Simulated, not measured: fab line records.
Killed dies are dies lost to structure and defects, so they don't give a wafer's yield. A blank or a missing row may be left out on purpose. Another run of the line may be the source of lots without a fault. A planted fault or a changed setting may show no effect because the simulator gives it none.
A lot that was struck, set against a sound lot :: flow n5 finfet :: 37 out of 1938 route steps
Sound: wafers L636.1, L636.4, L636.6. Struck: wafer L649.4 (left out: L649.6, a lot-mate that was not struck); the cause follows at the end.
At each step with rows: each side's tool, then ch and its chambers, then its first start. Under that, the readings that differ: sound wafers :: struck wafers :: difference of the means :: sigmas: that difference in standard deviations of wafers without a fault.
alike: readings with means less than 2 such deviations apart, plus words and numbers identical on both sides. not compared: withheld readings, readings lacking a value on some wafer, bounds such as >300 that could conceal the same value, and numbers that have no deviation in the record and whose values overlap.
The two part at a step that has a row with sigmas, a row that says differs or no value, or rows on one side only. Numbers that have no deviation but don't overlap get no sigmas and don't part them. A reading missing from all wafers of one side parts the sides only when that side holds two or more wafers.

first, 9 steps without rows for these wafers: N5_MOL_CONTACT_COAG_COAT_78 (resist thk 40 nm); N5_MOL_CONTACT_COAG_EBR_80; N5_MOL_CONTACT_COAG_SOFTBAKE_79 (time 60 s); N5_MOL_CONTACT_COAG_EXPOSE_81 (exposes mask VG, defocus 0 nm); N5_MOL_CONTACT_COAG_PEB_82 (peb time 60 s); N5_MOL_CONTACT_COAG_DEVELOP_83 (develop time 30 s); N5_MOL_CONTACT_COAG_DESCUM_88 (chemistry O2, time 7 s); N5_MOL_CONTACT_COAG_ETCH_89 (etches underlayer in N2/H2, target depth 13 nm, time 10.4 s); N5_MOL_CONTACT_COAG_ETCH_90 (etches SiARC in CF4, target depth 13 nm, time 21.7 s).
N5_MOL_CONTACT_COAG_ALD_131: deposits SiO2, target thk 5 nm, pulse time 1 s, co reactant pulse time 1 s.
  sound on ald sin-03 ch 0,2,3, day 6 17:35; struck on ald sin-03 ch 0, day 10 03:44
reading: ald cycles
sound: 35 35 35
struck: 58
difference: +23
sigmas: 

reading: model.SiO2_of_MOL_CONTACT_COAG_ALD_131.thk nm (nm)
sound: 5 5 5
struck: 8.2
difference: +3.2
sigmas: 
  alike: heater power w, precursor pulse height rel, susceptor temp C
then, 25 steps without rows for these wafers: N5_MOL_CONTACT_COAG_ETCHBACK_132 (etches SiO2 in CHF3, target depth 10 nm, time 6.7 s); N5_MOL_CONTACT_COAG_ETCH_91 (etches SOC in N2/H2, target depth 60 nm, overetch 21 nm, time 101.2 s); N5_MOL_CONTACT_COAG_STRIP_92 (strips in N2/H2); N5_MOL_CONTACT_COAG_STRIP_93 (strips in N2/H2); N5_MOL_CONTACT_COAG_ETCHBACK_135 (etches SiO2 in CHF3, target depth 25 nm, time 16.7 s); N5_MOL_CONTACT_COAG_STRIP_118 (strips in CHF3); N5_MOL_CONTACT_COAG_VIA_ETCH_46 (etches SiO2 in C4F6/O2, target depth 46 nm, overetch 9.2 nm, time 40 s); N5_MOL_CONTACT_COAG_STRIP_96 (strips in N2/H2); N5_MOL_CONTACT_COAG_ETCH_47 (etches SiNx in CH3F/O2, stops on W, target depth 27 nm); N5_MOL_CONTACT_COAG_STRIP_119 (strips in N2/H2, time 30 s); N5_MOL_CONTACT_COAG_PRECLEAN_144 (cleans in alkaline clean, time 60 s); N5_MOL_CONTACT_COAG_SRD_145 (time 30 s); N5_MOL_CONTACT_COAG_COAT_62 (time 60 s, resist thk 60 nm); N5_MOL_CONTACT_COAG_COAT_63 (time 60 s, resist thk 10 nm); N5_MOL_CONTACT_COAG_COAT_64 (time 60 s, resist thk 10 nm); N5_MOL_CONTACT_COAG_COAT_34 (resist thk 40 nm); N5_MOL_CONTACT_COAG_EBR_36; N5_MOL_CONTACT_COAG_SOFTBAKE_35 (time 60 s); N5_MOL_CONTACT_COAG_EXPOSE_37 (exposes mask VD, defocus 0 nm); N5_MOL_CONTACT_COAG_PEB_38 (peb time 60 s); N5_MOL_CONTACT_COAG_DEVELOP_39 (develop time 30 s); N5_MOL_CONTACT_COAG_DESCUM_45 (chemistry O2, time 7 s); N5_MOL_CONTACT_COAG_ETCH_65 (etches underlayer in N2/H2, target depth 13 nm, time 10.4 s); N5_MOL_CONTACT_COAG_ETCH_66 (etches SiARC in CF4, target depth 13 nm, time 21.7 s); N5_MOL_CONTACT_COAG_ALD_133 (deposits SiO2, target thk 5 nm, pulse time 1 s, co reactant pulse time 1 s).
N5_BEOL_M4_RC_MEAS_101:
  the record has rows for the sound wafers here (prober-01 ch 0, day 10 00:01) and none for the struck ones
-- here the record skips 9 days between the struck wafers' starts before and after, leaving off in module BEOL_M4 and picking up in module PASSIVATION (first step shown: number 1936 of the route) --
N5_PASSIVATION_PROBE_49:
  rows exist in the record for the struck wafers here (prober-02, day 18 20:55), but not for the sound ones

## WHERE THEY PART
Last at N5_PASSIVATION_PROBE_49 as far as this record goes, first at N5_BEOL_M4_RC_MEAS_101.

WHY: the cause the simulator had injected
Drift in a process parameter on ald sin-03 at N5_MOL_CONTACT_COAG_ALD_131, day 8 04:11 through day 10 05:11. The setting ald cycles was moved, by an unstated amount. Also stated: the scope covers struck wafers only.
